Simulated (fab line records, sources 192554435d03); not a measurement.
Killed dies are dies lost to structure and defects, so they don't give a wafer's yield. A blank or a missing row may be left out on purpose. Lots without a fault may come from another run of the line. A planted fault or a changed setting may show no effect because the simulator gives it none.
Split-lot experiment | flow n5_finfet | 7 lots, 21 wafers read, on a route of 1938 steps

THE SPLIT
At N5_SD_EPI_N_ETCH_35 (etches SOC in N2/H2, overetch 108 nm, time 486 s), the setting source_w was moved away from the recipe's 3000 W on 9 of the 21 wafers read, by -14.5% to +12.6%. The other wafers ran this setting at the recipe's value.

The reading is taken at the split's own step.

THE READING
rf_vpp_V, in V, at N5_SD_EPI_N_ETCH_35 (etches SOC in N2/H2, overetch 108 nm, time 486 s). Fault-free wafers of this fab line usually give 240.4 V, standard deviation 1.2 V.

wafer  | tool, chamber at the split | source_w as run, W | against the recipe | rf_vpp_V, V | against lot-mates on the recipe
L074.1 | rie_diel-02, 0             | 3378               | +12.6%             | 231.8       | -8.1
L074.2 | rie_diel-02, 1             | 3000               | recipe             | 239.9       | -
L074.3 | rie_diel-02, 3             | 3378               | +12.6%             | 232.8       | -7.1
L077.3 | rie_diel-02, 2             | 3000               | recipe             | 239.8       | -
L077.4 | rie_diel-02, 3             | 2774               | -7.5%              | 249.1       | +9.3
L077.5 | rie_diel-02, 3             | 2774               | -7.5%              | 247.7       | +7.9
L078.1 | rie_diel-04, 2             | 3000               | recipe             | 241.7       | -
L078.3 | rie_diel-04, 1             | 3000               | recipe             | 239.1       | -
L078.5 | rie_diel-04, 0             | 3000               | recipe             | 242.1       | -
L080.1 | rie_diel-01, 0             | 2648               | -11.7%             | 249.1       | +9.0
L080.2 | rie_diel-01, 2             | 3000               | recipe             | 241.3       | -
L080.3 | rie_diel-01, 1             | 3000               | recipe             | 238.8       | -
L084.4 | rie_diel-01, 2             | 2566               | -14.5%             | 253.7       | +12.9
L084.5 | rie_diel-01, 3             | 2566               | -14.5%             | 252.2       | +11.4
L084.6 | rie_diel-01, 0             | 3000               | recipe             | 240.8       | -
L088.1 | rie_diel-02, 3             | 2750               | -8.3%              | 249.7       | +9.7
L088.2 | rie_diel-02, 1             | 3000               | recipe             | 240.0       | -
L088.5 | rie_diel-02, 3             | 2750               | -8.3%              | 250.0       | +10.0
L096.2 | rie_diel-01, 2             | 3000               | recipe             | 241.2       | -
L096.3 | rie_diel-01, 3             | 3000               | recipe             | 239.0       | -
L096.6 | rie_diel-01, 3             | 3000               | recipe             | 241.2       | -

THE FIT
A straight line over all 21 wafers: rf_vpp_V changes by -0.813 V for each +1% of source_w; r = -0.97; the points scatter about the line by 1.4 V.
The same after taking each lot's own level away (the mean of its wafers on the recipe; 21 wafers): -0.803 V for each +1%; r = -0.97; scatter 1.6 V.
On that fit, the largest move of source_w shifts the reading by 12 V.
The lots' own levels span 239.80 to 240.97 V, that is 1.0 times the standard deviation above.
So the lot-to-lot level changes the slope little: the two slopes agree.
Check: with one of the wafers moved furthest among these (-14.5%) left out of the fit, the line predicts +12.3 V for it against its lot-mates. It came out at +12.9 V against them.
Tool readings at the split's step, against how far the setting was moved: rf_vpp_V r = -0.97.

OTHER SPLITS ON THESE WAFERS
These wafers also went through other splits before the reading. Each is held against what the fit with the lots' levels taken away leaves over:
other split on the same wafers            | wafers away from the commonest value | r with rf_vpp_V (lot level and that fit taken away)
N5_ZERO_LAYER_EXPOSE_08 dose_mj           | 5                                    | +0.20
N5_ZERO_LAYER_DESCUM_16 time_s            | 7                                    | -0.03
N5_PMOS_HMC_CHANNEL_EPI_HM_DEP_34 time_s  | 7                                    | -0.16
N5_PMOS_HMC_CHANNEL_EPI_PEB_07 peb_time_s | 8                                    | +0.18
N5_SD_EPI_N_COAT_32 spin_rpm              | 8                                    | -0.35

THE WHOLE CHAIN: every reading that the file lists as answering this split, in the file's order
step                    | what it does                                                | reading                                                                           | change (the file's fit)               | r (the file's)
N5_SD_EPI_N_ETCH_35     | etches SOC in N2/H2, overetch 108 nm, time 486 s            | rf_vpp_V                                                                          | -0.831 V for each +1% of the setting  | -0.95
N5_SD_EPI_N_ETCH_35     | etches SOC in N2/H2, overetch 108 nm, time 486 s            | SiARC_of_SD_EPI_N_COAT_33.thk_nm (the simulator's own value, which no gauge read) | -0.109 nm for each +1% of the setting | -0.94
N5_SD_EPI_N_ETCHBACK_44 | etches SiNx in CH3F/O2, stops on SiO2, target depth 14.5 nm | SiARC_of_SD_EPI_N_COAT_33.thk_nm (the simulator's own value, which no gauge read) | -0.105 nm for each +1% of the setting | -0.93

THE FILE'S OWN FIT
rf_vpp_V changes by -0.831 V for each +1% of source_w, r = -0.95.
